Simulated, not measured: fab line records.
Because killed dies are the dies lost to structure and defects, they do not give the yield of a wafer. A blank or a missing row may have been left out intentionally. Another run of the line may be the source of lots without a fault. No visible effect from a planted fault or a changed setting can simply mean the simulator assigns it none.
Chamber matching | flow n5-finfet | N5_BEOL_M14_ETCH_67 on rie-diel-06: 4 sister chambers
The step etches SiARC in CF4, target depth 143 nm, time 238.3 s. 20 wafers are shown with their chamber, then 10 later ones without.

== EACH WAFER AND ITS CHAMBER ==
wafer  | chamber | drypump-motor-current-A (A) | showerhead-plenum-p-Torr (Torr) | oes-product-au (a.u.)
L075.2 | 2       | 4.9                         | 2.11                            | 0.59
L075.3 | 1       | 5.8                         | 2.07                            | 0.64
L075.6 | 0       | 6.4                         | 2.15                            | 0.62
L082.2 | 1       | 5.7                         | 2.06                            | 0.63
L082.3 | 2       | 4.9                         | 2.11                            | 0.83
L082.4 | 3       | 6.4                         | 2.22                            | 0.63
L083.1 | 2       | 4.9                         | 2.11                            | 0.83
L083.5 | 0       | 6.4                         | 2.14                            | 0.60
L083.6 | 1       | 5.7                         | 2.06                            | 0.63
L084.3 | 2       | 4.9                         | 2.11                            | 0.83
L084.4 | 1       | 5.8                         | 2.06                            | 0.63
L084.6 | 0       | 6.4                         | 2.14                            | 0.60
L086.1 | 1       | 5.8                         | 2.06                            | 0.64
L086.3 | 2       | 4.9                         | 2.10                            | 0.83
L086.6 | 0       | 6.4                         | 2.14                            | 0.61
L091.2 | 0       | 6.4                         | 2.14                            | 0.60
L091.3 | 3       | 6.4                         | 2.22                            | 0.62
L091.5 | 1       | 5.7                         | 2.06                            | 0.62
L090.3 | 0       | 6.4                         | 2.14                            | 0.59
L090.4 | 1       | 5.7                         | 2.05                            | 0.62

SIGNATURES (averages over the wafers above)
reading                  | chamber 0 | chamber 1 | chamber 2 | chamber 3 | scatter within a chamber
drypump-motor-current-A  | 6.400     | 5.743     | 4.900     | 6.400     | 0.0327
showerhead-plenum-p-Torr | 2.1417    | 2.0600    | 2.1080    | 2.2200    | 0.00477
oes-product-au           | 0.6033    | 0.6300    | 0.7820    | 0.6250    | 0.0542
Rule: a wafer's distance from a chamber is the root of the sum, over the readings, of the square of ((its reading less the chamber's mean) divided by the reading's scatter). If the next closest chamber is less than 2 further off than the closest, the wafer can't be placed; otherwise it belongs to the closest. The scatter: the root of (the sum of the squares of (reading less its chamber's mean) over the shown wafers, divided by (wafers less chambers)).

== WAFERS WITH NO CHAMBER GIVEN ==
wafer  | drypump-motor-current-A (A) | showerhead-plenum-p-Torr (Torr) | oes-product-au (a.u.)
L090.6 | 6.4                         | 2.22                            | 0.62
L093.3 | 5.8                         | 2.05                            | 0.62
L093.5 | 5.7                         | 2.05                            | 0.63
L093.6 | 4.9                         | 2.10                            | 0.79
L092.1 | 6.4                         | 2.14                            | 0.59
L092.2 | 5.7                         | 2.05                            | 0.63
L092.5 | 5.7                         | 2.05                            | 0.62
L096.4 | 6.4                         | 2.21                            | 0.61
L096.5 | 5.8                         | 2.05                            | 0.62
L096.6 | 6.4                         | 2.13                            | 0.59

== CHAMBER TAKEN BY EACH ==
wafer  | from the rows above | in truth
L090.6 | 3                   | 3
L093.3 | 1                   | 1
L093.5 | 1                   | 1
L093.6 | 2                   | 2
L092.1 | 0                   | 0
L092.2 | 1                   | 1
L092.5 | 1                   | 1
L096.4 | 3                   | 3
L096.5 | 1                   | 1
L096.6 | 0                   | 0
Correct placement for 10 of the 10. Number that these rows cannot place: 0. Wrongly placed: 0.
